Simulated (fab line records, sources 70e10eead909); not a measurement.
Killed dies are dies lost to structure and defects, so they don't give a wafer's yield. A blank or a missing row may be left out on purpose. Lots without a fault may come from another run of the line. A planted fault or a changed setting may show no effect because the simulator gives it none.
A struck lot beside a sound one | flow nand_harc | 15 steps out of a route of 1302
Sound: wafers L363.2, L363.4, L363.5. Struck: wafers L350.2, L350.3, L350.6. The cause comes at the end.
At each step with rows: each side's tool, then ch and its chambers, then its first start. Under that, the readings that differ: sound wafers | struck wafers | difference of the means | sigmas: that difference in standard deviations of wafers without a fault.
alike: readings whose means differ by less than 2 such deviations, and words and numbers that are the same on both sides. not compared: withheld readings, readings that some wafer has no value for, bounds like >300 that may hide the same value, and numbers for which the record gives no deviation and whose values overlap.
The two part at a step that has a row with sigmas, a row that says differs or no value, or rows on one side only. Numbers that don't overlap but have no deviation are shown without sigmas and don't part them. A reading that every wafer of one side lacks parts them only if that side has two wafers or more.

first, 4 steps without rows for these wafers: NHARC_P_M1_EBR_05; NHARC_P_M1_EXPOSE_06 (exposes mask P M1, target cd 130 nm); NHARC_P_M1_PEB_07 (peb time 65 s); NHARC_P_M1_DEVELOP_08 (develop time 35 s).
NHARC_P_M1_CD_MEAS_09: target cd 130 nm.
  sound on cd_sem-02 ch 0, day 13 16:31; struck on cd_sem-01 ch 0, day 8 10:06
  alike: cd_nm
NHARC_P_M1_OVL_MEAS_10: pitch 260 nm.
  sound on overlay-02, day 13 16:36; struck on overlay-02, day 8 10:11
  reading           | sound          | struck      | difference | sigmas
  overlay_y_nm (nm) | -1.5 -2.2 -2.2 | 0.8 0.8 0.9 | +2.8       | +3
  alike: overlay_x_nm
NHARC_P_M1_INSPECT_11:
  sound on defect_inspect-02, day 13 16:38; struck on defect_inspect-01, day 8 10:13
  alike: raw_defect_count
NHARC_P_M1_DESCUM_14: chemistry O2, time 3 s.
  sound on rie_diel-13 ch 0,1,3, day 13 16:42; struck on rie_diel-05 ch 0,1,2, day 8 10:18
  alike: drypump_motor_current_A, oes_product_au, rf_vpp_V, showerhead_plenum_p_Torr, throttle_valve_pct
  not compared: rf_hours_counter_h
NHARC_P_M1_ETCH_35: etches the open film in N2/H2, target depth 40 nm, overetch 12 nm, time 43.94 s.
  sound on rie_diel-13 ch 0,2, day 13 16:47; struck on rie_diel-05 ch 0,1,2, day 8 10:23
  alike: bias_w, chamber_pressure_mTorr, drypump_motor_current_A, oes_product_au, rf_vpp_V, showerhead_plenum_p_Torr, throttle_valve_pct
  not compared: rf_hours_counter_h
NHARC_P_M1_ETCH_15: etches the open film in C4F8/Ar, target depth 182.5 nm, time 91.2 s.
  sound on rie_diel-13 ch 0,3; struck on rie_diel-05 ch 0,2,3
  alike: bias_w, chamber_pressure_mTorr, oes_product_au, rf_vpp_V
  not compared: rf_hours_counter_h
NHARC_P_M1_CD_MEAS_16:
  sound on cd_sem-02, day 13 17:01; struck on cd_sem-02, day 8 10:35
  alike: cd_nm
NHARC_P_M1_STRIP_18: strips in N2/H2.
  sound on rie_diel-05 ch 0,2,3, day 13 17:06; struck on rie_diel-02 ch 0,1, day 8 10:40
  alike: drypump_motor_current_A, oes_product_au, power_w, rf_vpp_V, showerhead_plenum_p_Torr, throttle_valve_pct
  not compared: rf_hours_counter_h
NHARC_P_M1_ETCH_28: etches the open film in CF4/N2, target depth 30 nm, time 72.99 s.
  sound on rie_diel-05 ch 0,2,3, day 13 17:20; struck on rie_diel-02 ch 0,2,3, day 8 10:54
  no value came back on the struck wafers for any of 7 readings (bias_w (W), cf4_flow_sccm (sccm) and others); on the sound wafers bias_w (W) reads 100.24 99.96 99.92
  not compared: rf_hours_counter_h
then, 1 step without rows for these wafers: NHARC_P_M1_STRIP_19 (strips in post etch residue remover, time 600 s).
-- the record jumps here: 18 days lie between the struck wafers' starts before and after (it left off in module P_M1 and takes up again in module END, whose first step shown is number 1302 of the route) --
NHARC_END_SORT_01:
  sound on prober-01 ch 0, day 32 08:13; struck on prober-01 ch 0, day 26 03:17
  reading                  | sound       | struck         | difference | sigmas
  defect_limited_yield (%) | 92 90 91    | 0 0 0          | -91        | -29
  killed_at_periphery      | 1 0 4       | 623 648 628    | +631       | +99 or more
  killed_dies              | 56 65 60    | 677 677 677    | +617       | +29
  sort_bin_2_pct (%)       | 3.0 2.2 3.8 | 94.1 97.0 95.1 | +92.4      | +71
  sort_n_pass              | 621 612 617 | 0 0 0          | -617       | -29
  sort_rim_yield_pct (%)   | 85 84 81    | 0 0 0          | -83        | -16
  sort_yield_pct (%)       | 92 90 91    | 0 0 0          | -91        | -29
  alike: killed_at_array, killed_at_other, killed_open, killed_short, sort_bin_3_pct, sort_bin_4_pct

WHERE THEY PART
First at NHARC_P_M1_OVL_MEAS_10; last, within this record, at NHARC_END_SORT_01.

WHY: what the simulator had put in
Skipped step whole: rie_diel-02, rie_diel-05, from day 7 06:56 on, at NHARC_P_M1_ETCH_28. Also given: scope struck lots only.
